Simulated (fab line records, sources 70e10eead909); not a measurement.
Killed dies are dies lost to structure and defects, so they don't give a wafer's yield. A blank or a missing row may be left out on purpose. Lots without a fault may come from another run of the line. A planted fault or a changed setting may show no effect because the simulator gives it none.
Problem report in the 8D (eight disciplines) form, filled by code | flow nand_harc | the parts of the form that need people (team, actions taken, sign-off) are left out

1. THE PROBLEM
thk_nm at NHARC_A_ONON_D1_THK_MEAS_30 reads a mean of 562 nm on 2 wafers of 2 lots; wafers without a fault read 1000 nm with a standard deviation of 9.9. That is -44 standard deviations from the usual mean.
The step: measures by ellipsometry.
First seen on wafer L623.6, day 11 06:10, on film_metro-01. The record holds 36 wafers of 12 lots with a number at this step. Rule for "out", or "out of limits": more than 4 standard deviations from the usual mean. The other wafers with a number count as sound.

2. WHAT IT IS AND WHAT IT IS NOT
question                    | is                           | is not
which readings at this step | thk_nm                       | -
which lots                  | L623, L624                   | L617, L618, L621, L622, L633, L634, L635, L636, L638, L639
which wafers of those lots  | L623.6, L624.6               | L623.1, L623.4, L624.2, L624.5
read on which gauges        | film_metro-01, film_metro-02 | -
when                        | from day 11 06:10            | up to then (14 sound wafers); but 20 sound wafers of L624, L633, L634, L635, L636, L638, L639 came after

3. SUSPECTS, AND WHAT RULES EACH OUT
Counting: a tool at a process step up to the reading stays a suspect if it ran every lot that is out. Sound lots after the first of them don't rule it out here, since some wafers of a struck lot are sound.
- the gauge at NHARC_A_ONON_D1_THK_MEAS_30: ruled out. The wafers that are out were read on 2 gauges (film_metro-01, film_metro-02).
- pecvd_onon-04 at NHARC_A_ONON_D1_DEP_28 (target thk 1000 nm): kept. It ran every lot that is out, first L623 (day 11 05:38); its last sound lot up to then is L622 (day 10 23:26).
Left after counting: pecvd_onon-04 at NHARC_A_ONON_D1_DEP_28.

4. THE CAUSE (what the simulator had put in)
Process parameter drift: pecvd_onon-04, from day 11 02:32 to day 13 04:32, at NHARC_A_ONON_D1_DEP_28. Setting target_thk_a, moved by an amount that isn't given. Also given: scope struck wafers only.
Counting left only this tool.

5. THE CHAIN OF EFFECTS, in route order
Each row: a reading whose mean over the struck wafers that have a number lies more than 3 standard deviations from the usual. Only readings for which the record gives a usual standard deviation are gone through. hours: the time from each lot's start at the first step in this table that gives one to its start at this step, as a median over the lots. sigmas: the change in usual standard deviations.
hours | step                        | reading         | usual   | on struck wafers | change | sigmas
0     | NHARC_A_ONON_D1_THK_MEAS_30 | thk_nm          | 1000 nm | 562              | -438   | -44
389   | NHARC_END_SORT_01           | killed_at_array | 52      | 674              | +622   | +31
389   | NHARC_END_SORT_01           | killed_dies     | 57      | 677              | +620   | +31

6. WHAT WOULD HAVE CAUGHT IT SOONER
In this record the first reading out of limits at a measuring or inspecting step was taken at day 11 06:10, 4 hours after the fault began at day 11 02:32.
Of the lots that are out (2), L624 began NHARC_A_ONON_D1_DEP_28 on pecvd_onon-04 after day 11 06:10. A hold on the tool at that time would have spared it.
